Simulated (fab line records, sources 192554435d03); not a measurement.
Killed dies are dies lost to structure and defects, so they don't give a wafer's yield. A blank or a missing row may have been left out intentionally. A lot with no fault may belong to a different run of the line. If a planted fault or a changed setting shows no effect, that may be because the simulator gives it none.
Chamber matching ; flow n5_finfet ; N5_BEOL_M6_STRIP_19 on rie_diel-03: 4 sister chambers
The step strips in O2. 4 wafers are shown with their chamber, then 9 later ones without.

== EACH WAFER AND ITS CHAMBER ==
wafer;chamber;showerhead_plenum_p_Torr (Torr)
L088.2;3;2.12
L089.1;0;1.97
L089.3;1;2.15
L089.5;2;2.25

== WAFERS WHOSE CHAMBER IS MISSING ==
wafer;showerhead_plenum_p_Torr (Torr)
L091.1;2.15
L091.4;2.12
L091.5;1.97
L093.2;1.97
L093.3;2.24
L093.6;2.12
L095.4;2.12
L095.5;2.24
L095.6;2.15

== EACH ONE'S CHAMBER ==
wafer;from the rows above;in truth
L091.1;1;1
L091.4;3;3
L091.5;0;0
L093.2;0;0
L093.3;2;2
L093.6;3;3
L095.4;3;3
L095.5;2;2
L095.6;1;1
Placed correctly: 9 of 9. Number that these rows cannot place: 0. 0 placed wrongly.
How it was worked out, from the rows above alone: a wafer's distance from a chamber is the root of the sum, over the readings, of the square of ((its reading less the chamber's mean) divided by the reading's scatter). The wafer belongs to the nearest chamber; if the next one is less than 2 further off, it can't be placed. Each chamber's mean is taken over the wafers shown for it. The scatter: root of mean squared gap, hidden wafer to nearest shown wafer, with one shown wafer a chamber.
